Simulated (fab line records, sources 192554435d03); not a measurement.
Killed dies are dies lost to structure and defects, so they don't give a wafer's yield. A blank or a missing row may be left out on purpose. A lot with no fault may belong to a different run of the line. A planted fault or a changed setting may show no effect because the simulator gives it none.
fab line records ; flow n5Finfet
record lots=7; wafers=21
route steps=1938 shown BEOL_M13@1659 BEOL_M15@1776 MIM_BOT_ETCH@1866
startH: hours from the record's first day to the start of the lot's first wafer shown ; waitH: hours elapsed since this lot's preceding step ; " unchanged from the row above ; L1.1+2: a row that stands for several wafers ; - no value, or no start was given ; * or withheld: withheld ; < > ~ a bound
route shown NAME@n: NAME is a module with steps in the file, n the number in the route of the first one ; usual: mean/standard deviation taken from wafers without a fault ; same: alike in all rows ; chamber/n: place in a boat ; sites: per-site readings ; _std_site: their standard deviation ; _edge_site: inner sites' mean taken away from outer sites' mean ; radiusMm: how far each site lies from the wafer's centre ; mask NAME#n: copy n ; behind: the last tool/chamber to shape the wafer ; hold: cause of the lot's hold/its duration in hours/its outcome ; device: transistor that didn't switch, given as n, p or np ; end of line: tests of these same wafers at the route's end ; where a step has no rows: the recipe by itself ; killed: at the first sort, the dies lost to defects and structure; wafer yield is something else ; map: per-die view of a wafer (x killed, . not killed, _ where there is no die)
set.NAME: the run value of the setting; set.NAME@STEP: its run value at that earlier step ; model.NAME: the simulator's own value behind a step, which no gauge read
lots run with intentionally changed settings; tables by step, rows by wafer
## steps
# step N5_BEOL_M13_ILD_DEP_00
# recipe material=SiOC; targetThkA=8379.2; tempC=350; precursor=DEMS/O2; pressureTorr=5; rfW=500; timeS=166.4
lot.wafer;tool;chamber;startH;waitH;set.timeS;model.SiOC_of_BEOL_M13_ILD_DEP_00.thkNm
L074.1;pecvd-04;1;222.50;0.0;147.2;738.6
L074.3;pecvd-04;0;222.50;0.0;166.4;839.4
L074.5;pecvd-04;0;222.50;0.0;147.2;747
L077.3;pecvd-04;1;256.20;0.0;166.4;834.4
L077.4;pecvd-04;2;256.20;0.0;166.4;854.8
L077.6;pecvd-04;0;256.20;0.0;166.4;847.2
L080.2;pecvd-02;0;265.43;0.0;166.4;825
L080.4;pecvd-02;0;265.43;0.0;166.4;834.2
L080.6;pecvd-02;0;265.43;0.0;166.4;840.6
L082.1;pecvd-02;2;271.51;0.0;166.4;826.4
L082.2;pecvd-02;0;271.51;0.0;166.4;811.2
L082.6;pecvd-02;2;271.51;0.0;155.8;794.2
L084.2;pecvd-02;1;290.76;0.0;166.4;838.8
L084.4;pecvd-02;0;290.76;0.0;178.9;895
L084.6;pecvd-02;1;290.76;0.0;166.4;852.4
L091.2;pecvd-02;0;335.80;0.0;172.6;855.8
L091.3;pecvd-02;1;335.80;0.0;172.6;867.4
L091.4;pecvd-02;0;335.80;0.0;166.4;832
L094.1;pecvd-03;0;349.50;0.0;166.4;845.6
L094.2;pecvd-03;2;349.50;0.0;166.4;844
L094.3;pecvd-03;1;349.50;0.0;166.4;827.8
# step N5_BEOL_M13_THK_MEAS_01
# recipe reads=SiOC_of_BEOL_M13_ILD_DEP_00
# usual M13_ILD_THK=840/11
lot.wafer;tool;chamber;startH;waitH;set.timeS@BEOL_M13_ILD_DEP_00;M13_ILD_THK[nm]
L074.1;filmMetro-01;-;222.65;0.1;147.2;739
L074.3;filmMetro-01;-;222.65;0.1;166.4;839
L074.5;filmMetro-01;-;222.65;0.1;147.2;747
L077.3;filmMetro-01;-;256.35;0.1;166.4;834
L077.4;filmMetro-01;-;256.35;0.1;166.4;855
L077.6;filmMetro-01;-;256.35;0.1;166.4;847
L080.2;filmMetro-02;-;265.64;0.2;166.4;825
L080.4;filmMetro-02;-;265.64;0.2;166.4;835
L080.6;filmMetro-02;-;265.64;0.2;166.4;841
L082.1;filmMetro-01;-;271.66;0.1;166.4;826
L082.2;filmMetro-01;-;271.66;0.1;166.4;811
L082.6;filmMetro-01;-;271.66;0.1;155.8;794
L084.2;filmMetro-02;-;291.19;0.4;166.4;839
L084.4;filmMetro-02;-;291.19;0.4;178.9;895
L084.6;filmMetro-02;-;291.19;0.4;166.4;852
L091.2;filmMetro-02;-;335.95;0.1;172.6;856
L091.3;filmMetro-02;-;335.95;0.1;172.6;868
L091.4;filmMetro-02;-;335.95;0.1;166.4;831
L094.1;filmMetro-01;-;349.65;0.1;166.4;846
L094.2;filmMetro-01;-;349.65;0.1;166.4;844
L094.3;filmMetro-01;-;349.65;0.1;166.4;828
# step N5_BEOL_M13_COAT_58
# recipe resist=BARC; tempC=205; timeS=60; spinRpm=1500; resistThkNm=89
# step N5_BEOL_M13_COAT_04
# recipe spinRpm=1625; resistThkNm=400
# step N5_BEOL_M13_DESCUM_15
# recipe chemistry=O2; timeS=7.9; sourcePowerW=50; biasPowerW=20; pressureMtorr=20; rfFrequencyHz=2.712e+07; tempC=40; o2FlowSccm=225
# step N5_BEOL_M13_ETCH_59
# recipe chemistry=N2/H2; target=BARC; targetDepthA=890; overetchA=267; timeS=67.9; ionEnergyEv=200; pressureMtorr=30; sourceW=840; biasW=150; n2FlowSccm=200; h2FlowSccm=200
# step N5_BEOL_M13_VIA_ETCH_16
# recipe chemistry=C4F8/O2/Ar; target=SiOC; pressureMtorr=30; sourceW=3000; biasW=700; Ar_flow_sccm=400; C4F8_flow_sccm=15; O2_flow_sccm=8; heInnerTorr=15; heOuterTorr=30; targetDepthA=9217; timeS=withheld; ionEnergyEv=250; ends=cleared
lot.wafer;tool;chamber;startH;waitH;set.timeS@BEOL_M13_ILD_DEP_00;model.etch.depthNm;model.coat_of_BEOL_M13_COAT_04.thkNm
L074.1;rieDiel-01;2;223.45;0.0;*;738.6;98.4
L074.3;rieDiel-01;1;223.45;0.0;*;839.3;63.6
L074.5;rieDiel-01;2;223.45;0.0;*;747;95
L077.3;rieDiel-02;0;257.17;0.0;*;834.4;70.6
L077.4;rieDiel-02;3;257.17;0.0;*;854.9;66.4
L077.6;rieDiel-02;2;257.17;0.0;*;847.2;70.4
L080.2;rieDiel-02;3;266.33;0.0;*;825;72.2
L080.4;rieDiel-02;3;266.33;0.0;*;834.1;70
L080.6;rieDiel-02;2;266.33;0.0;*;840.7;72.2
L082.1;rieDiel-04;1;272.27;0.0;*;826.5;69.8
L082.2;rieDiel-04;3;272.27;0.0;*;811.3;78.2
L082.6;rieDiel-04;1;272.27;0.0;*;794.2;79.6
L084.2;rieDiel-01;0;291.79;0.0;*;838.9;66.8
L084.4;rieDiel-01;3;291.79;0.0;*;895;52
L084.6;rieDiel-01;0;291.79;0.0;*;852.4;64.4
L091.2;rieDiel-01;1;336.58;0.0;*;855.7;61.6
L091.3;rieDiel-01;0;336.58;0.0;*;867.5;59
L091.4;rieDiel-01;3;336.58;0.0;*;831.9;71.4
L094.1;rieDiel-01;1;350.33;0.0;*;845.6;65.4
L094.2;rieDiel-01;3;350.33;0.0;*;844;68.2
L094.3;rieDiel-01;2;350.33;0.0;*;827.8;75.4
# step N5_BEOL_M13_STRIP_63
# recipe chemistry=N2/H2; powerW=1000; tempC=250; h2Frac=0.65; overashFraction=0.3; pressureMtorr=1000; n2FlowSccm=1750; h2FlowSccm=3250
# usual stripTimeToEndpointS=27.4/1.2
lot.wafer;tool;chamber;startH;waitH;set.timeS@BEOL_M13_ILD_DEP_00;stripTimeToEndpointS
L074.1;plasmaAsher-02;1;223.68;-;147.2;35.7
L074.3;plasmaAsher-02;1;223.68;-;166.4;25.8
L074.5;plasmaAsher-02;1;223.68;-;147.2;34.8
L077.3;plasmaAsher-01;0;257.42;-;166.4;27.9
L077.4;plasmaAsher-01;1;257.42;-;166.4;26.6
L077.6;plasmaAsher-01;0;257.42;-;166.4;27.8
L080.2;plasmaAsher-02;0;266.57;-;166.4;28.3
L080.4;plasmaAsher-02;1;266.57;-;166.4;27.6
L080.6;plasmaAsher-02;0;266.57;-;166.4;28.3
L082.1;plasmaAsher-01;1;272.50;-;166.4;27.6
L082.2;plasmaAsher-01;0;272.50;-;166.4;30.1
L082.6;plasmaAsher-01;1;272.50;-;155.8;30.4
L084.2;plasmaAsher-01;1;292.03;-;166.4;26.7
L084.4;plasmaAsher-01;0;292.03;-;178.9;22.2
L084.6;plasmaAsher-01;0;292.03;-;166.4;26.0
L091.2;plasmaAsher-02;1;336.81;-;172.6;25.2
L091.3;plasmaAsher-02;0;336.81;-;172.6;24.4
L091.4;plasmaAsher-02;1;336.81;-;166.4;28.1
L094.1;plasmaAsher-01;1;350.56;-;166.4;26.3
L094.2;plasmaAsher-01;0;350.56;-;166.4;27.1
L094.3;plasmaAsher-01;1;350.56;-;166.4;29.2
# step N5_BEOL_M13_STRIP_64
# recipe chemistry=N2/H2; powerW=1000; tempC=250; h2Frac=0.65; overashFraction=0.3; pressureMtorr=withheld; n2FlowSccm=1750; h2FlowSccm=3250
# step N5_BEOL_M13_STRIP_71
# recipe chemistry=postEtchResidueRemover; timeS=60; tempC=25; removerPh=withheld; removerWaterWtPct=withheld; removerFluorideWtPct=withheld
# step N5_BEOL_M13_STRIP_37
# recipe chemistry=N2/H2; powerW=1000; tempC=250; h2Frac=0.65; overashFraction=0.3; pressureMtorr=withheld; n2FlowSccm=1750; h2FlowSccm=3250
# step N5_BEOL_M13_ETCH_38
# recipe chemistry=CF4/N2; target=SiCN; targetDepthA=675; taperDeg=2; timeS=71.9; ionEnergyEv=150; maskMaterial=SiO2; pressureMtorr=40; sourceW=430; biasW=70; Ar_flow_sccm=100; cf4FlowSccm=60; n2FlowSccm=60
lot.wafer;tool;chamber;startH;waitH;set.timeS@BEOL_M13_ILD_DEP_00;model.SiOC_of_BEOL_M13_ILD_DEP_00.thkNm
L074.1;rieDiel-02;1;227.62;-;147.2;690
L074.3;rieDiel-02;3;227.62;-;166.4;791
L074.5;rieDiel-02;2;227.62;-;147.2;700.2
L077.3;rieDiel-04;1;260.53;-;166.4;785.2
L077.4;rieDiel-04;3;260.53;-;166.4;808
L077.6;rieDiel-04;1;260.53;-;166.4;798.2
L080.2;rieDiel-04;1;272.48;-;166.4;775.4
L080.4;rieDiel-04;3;272.48;-;166.4;786.6
L080.6;rieDiel-04;3;272.48;-;166.4;793.2
L082.1;rieDiel-04;0;278.71;-;166.4;777.2
L082.2;rieDiel-04;1;278.71;-;166.4;761.8
L082.6;rieDiel-04;3;278.71;-;155.8;747.2
L084.2;rieDiel-01;0;293.59;-;166.4;790
L084.4;rieDiel-01;1;293.59;-;178.9;843.8
L084.6;rieDiel-01;0;293.59;-;166.4;803.2
L091.2;rieDiel-02;1;338.29;-;172.6;807.2
L091.3;rieDiel-02;2;338.29;-;172.6;820.8
L091.4;rieDiel-02;3;338.29;-;166.4;783
L094.1;rieDiel-01;1;359.45;-;166.4;793.8
L094.2;rieDiel-01;2;359.45;-;166.4;796.4
L094.3;rieDiel-01;0;359.45;-;166.4;778
# step N5_BEOL_M15_COAT_04
# recipe spinRpm=1704; resistThkNm=800
lot.wafer;tool;chamber;startH;waitH;set.spinRpm;model.coat_of_BEOL_M15_COAT_04.thkNm
L074.1;lithoTrack-02;0;-;-;1853;769.4
L074.3;lithoTrack-02;0;-;-;1704;805.2
L074.5;lithoTrack-02;0;-;-;1704;806
L077.3;lithoTrack-02;0;-;-;1541;841.8
L077.4;lithoTrack-02;0;-;-;1704;799.6
L077.6;lithoTrack-02;0;-;-;1541;837.8
L080.2;lithoTrack-05;0;-;-;1704;802.2
L080.4;lithoTrack-05;0;-;-;1704;800.6
L080.6;lithoTrack-05;0;-;-;1704;799.8
L082.1;lithoTrack-05;0;-;-;1704;801.8
L082.2;lithoTrack-05;0;-;-;1806;781.6
L082.6;lithoTrack-05;0;-;-;1704;802
L084.2;lithoTrack-02;0;-;-;1826;773.6
L084.4;lithoTrack-02;0;-;-;1704;798.2
L084.6;lithoTrack-02;0;-;-;1704;796.8
L091.2;lithoTrack-03;0;-;-;1798;777.6
L091.3;lithoTrack-03;0;-;-;1798;779.4
L091.4;lithoTrack-03;0;-;-;1704;801.4
L094.1;lithoTrack-03;0;-;-;1704;802
L094.2;lithoTrack-03;0;-;-;1527;847.6
L094.3;lithoTrack-03;0;-;-;1704;804
# step N5_BEOL_M15_EBR_06
# recipe solvent=PGMEA; ebrWidthMm=1.5
# step N5_BEOL_M15_SOFTBAKE_05
# recipe tempC=130; timeS=60
# step N5_BEOL_M15_DESCUM_15
# recipe chemistry=O2; timeS=7.9; sourcePowerW=50; biasPowerW=20; pressureMtorr=20; rfFrequencyHz=2.712e+07; tempC=40; o2FlowSccm=225
# step N5_BEOL_M15_ETCH_59
# recipe chemistry=N2/H2; target=BARC; targetDepthA=890; overetchA=267; timeS=67.9; ionEnergyEv=200; pressureMtorr=30; sourceW=840; biasW=150; n2FlowSccm=200; h2FlowSccm=200
lot.wafer;tool;chamber;startH;waitH;set.spinRpm@BEOL_M15_COAT_04;model.coat_of_BEOL_M15_COAT_04.thkNm
L074.1;rieDiel-01;0;234.82;0.0;1853;685.2
L074.3;rieDiel-01;3;234.82;0.0;1704;721.6
L074.5;rieDiel-01;1;234.82;0.0;1704;719.4
L077.3;rieDiel-02;0;268.88;0.0;1541;758.6
L077.4;rieDiel-02;3;268.88;0.0;1704;717
L077.6;rieDiel-02;2;268.88;0.0;1541;759.2
L080.2;rieDiel-02;0;280.44;0.0;1704;719
L080.4;rieDiel-02;2;280.44;0.0;1704;721.2
L080.6;rieDiel-02;1;280.44;0.0;1704;716.8
L082.1;rieDiel-04;2;286.88;0.0;1704;718
L082.2;rieDiel-04;3;286.88;0.0;1806;700.8
L082.6;rieDiel-04;3;286.88;0.0;1704;721.4
L084.2;rieDiel-04;1;303.61;0.0;1826;689.2
L084.4;rieDiel-04;1;303.61;0.0;1704;713.8
L084.6;rieDiel-04;0;303.61;0.0;1704;712.4
L091.2;rieDiel-01;0;346.98;0.0;1798;693.4
L091.3;rieDiel-01;2;346.98;0.0;1798;698.6
L091.4;rieDiel-01;1;346.98;0.0;1704;715.8
L094.1;rieDiel-02;0;367.72;0.0;1704;717.6
L094.2;rieDiel-02;2;367.72;0.0;1527;767.2
L094.3;rieDiel-02;1;367.72;0.0;1704;720.2
# step N5_BEOL_M15_VIA_ETCH_16
# recipe chemistry=C4F8/O2/Ar; target=SiO2; heInnerTorr=15; heOuterTorr=30; targetDepthA=17922; timeS=withheld; ionEnergyEv=800; pressureMtorr=20; sourceW=1905; biasW=2040; Ar_flow_sccm=400; C4F8_flow_sccm=16; O2_flow_sccm=12; ends=cleared
lot.wafer;tool;chamber;startH;waitH;set.spinRpm@BEOL_M15_COAT_04;model.coat_of_BEOL_M15_COAT_04.thkNm
L074.1;rieDiel-01;0;234.87;0.0;1853;285.8
L074.3;rieDiel-01;3;234.87;0.0;1704;337.6
L074.5;rieDiel-01;1;234.87;0.0;1704;313.2
L077.3;rieDiel-02;0;268.93;0.0;1541;380
L077.4;rieDiel-02;3;268.93;0.0;1704;326
L077.6;rieDiel-02;2;268.93;0.0;1541;374.4
L080.2;rieDiel-02;0;280.50;0.0;1704;342.2
L080.4;rieDiel-02;2;280.50;0.0;1704;340.2
L080.6;rieDiel-02;1;280.50;0.0;1704;338.6
L082.1;rieDiel-04;2;286.93;0.0;1704;340
L082.2;rieDiel-04;3;286.93;0.0;1806;317.4
L082.6;rieDiel-04;3;286.93;0.0;1704;324.6
L084.2;rieDiel-04;1;303.66;0.0;1826;322.6
L084.4;rieDiel-04;1;303.66;0.0;1704;336.6
L084.6;rieDiel-04;0;303.66;0.0;1704;324
L091.2;rieDiel-01;0;347.04;0.0;1798;322.8
L091.3;rieDiel-01;2;347.04;0.0;1798;305
L091.4;rieDiel-01;1;347.04;0.0;1704;336
L094.1;rieDiel-02;0;367.77;0.0;1704;318.6
L094.2;rieDiel-02;2;367.77;0.0;1527;388.2
L094.3;rieDiel-02;1;367.77;0.0;1704;336
# step N5_MIM_BOT_ETCH_ETCH_04
# recipe chemistry=CF4/O2; target=SiNx; targetDepthA=260; timeS=13; ionEnergyEv=100; pressureMtorr=40; sourceW=535; biasW=49; Ar_flow_sccm=100; cf4FlowSccm=100; O2_flow_sccm=10
lot.wafer;tool;chamber;startH;waitH;set.timeS;model.etch.depthNm
L074.1;rieDiel-05;1;243.47;0.0;13;25.87
L074.3;rieDiel-05;3;243.47;0.0;13;27.2
L074.5;rieDiel-05;1;243.47;0.0;14.55;29.06
L077.3;rieDiel-03;2;280.53;0.0;13;26.7
L077.4;rieDiel-03;2;280.53;0.0;13;26.67
L077.6;rieDiel-03;1;280.53;0.0;13.94;28.51
L080.2;rieDiel-06;3;291.58;0.0;13;26.01
L080.4;rieDiel-06;2;291.58;0.0;13;25.73
L080.6;rieDiel-06;0;291.58;0.0;13;25.59
L082.1;rieDiel-06;3;296.61;0.0;14.49;28.79
L082.2;rieDiel-06;2;296.61;0.0;13;25.6
L082.6;rieDiel-06;1;296.61;0.0;13;26.23
L084.2;rieDiel-03;3;311.96;0.0;13;25.97
L084.4;rieDiel-03;1;311.96;0.0;13;26.6
L084.6;rieDiel-03;1;311.96;0.0;13;26.85
L091.2;rieDiel-06;1;359.68;0.0;13;26.41
L091.3;rieDiel-06;2;359.68;0.0;11.8;22.9
L091.4;rieDiel-06;0;359.68;0.0;13;25.48
L094.1;rieDiel-06;2;377.62;0.0;13.73;26.54
L094.2;rieDiel-06;1;377.62;0.0;13.73;27.92
L094.3;rieDiel-06;0;377.62;0.0;13.73;26.74
## key
split step=N5_BEOL_M13_ILD_DEP_00; setting=timeS; stated=166.4; by=wafer
response step=N5_BEOL_M13_ILD_DEP_00; reading=model.SiOC_of_BEOL_M13_ILD_DEP_00.thkNm; change=+7.18; per=1%; r=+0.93
response step=N5_BEOL_M13_THK_MEAS_01; reading=M13_ILD_THK; change=+7.22; per=1%; r=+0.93
response step=N5_BEOL_M13_VIA_ETCH_16; reading=model.etch.depthNm; change=+7.18; per=1%; r=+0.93
response step=N5_BEOL_M13_VIA_ETCH_16; reading=model.coat_of_BEOL_M13_COAT_04.thkNm; change=-2.3; per=1%; r=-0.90
response step=N5_BEOL_M13_STRIP_63; reading=stripTimeToEndpointS; change=*; per=1%; r=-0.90
response step=N5_BEOL_M13_ETCH_38; reading=model.SiOC_of_BEOL_M13_ILD_DEP_00.thkNm; change=+7.04; per=1%; r=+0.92
split step=N5_BEOL_M15_COAT_04; setting=spinRpm; stated=1704; by=wafer
response step=N5_BEOL_M15_COAT_04; reading=model.coat_of_BEOL_M15_COAT_04.thkNm; change=-4.02; per=1%; r=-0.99
response step=N5_BEOL_M15_ETCH_59; reading=model.coat_of_BEOL_M15_COAT_04.thkNm; change=-4.08; per=1%; r=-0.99
response step=N5_BEOL_M15_VIA_ETCH_16; reading=model.coat_of_BEOL_M15_COAT_04.thkNm; change=-4.41; per=1%; r=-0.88
split step=N5_MIM_BOT_ETCH_ETCH_04; setting=timeS; stated=13; by=wafer
response step=N5_MIM_BOT_ETCH_ETCH_04; reading=model.etch.depthNm; change=+0.254; per=1%; r=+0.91
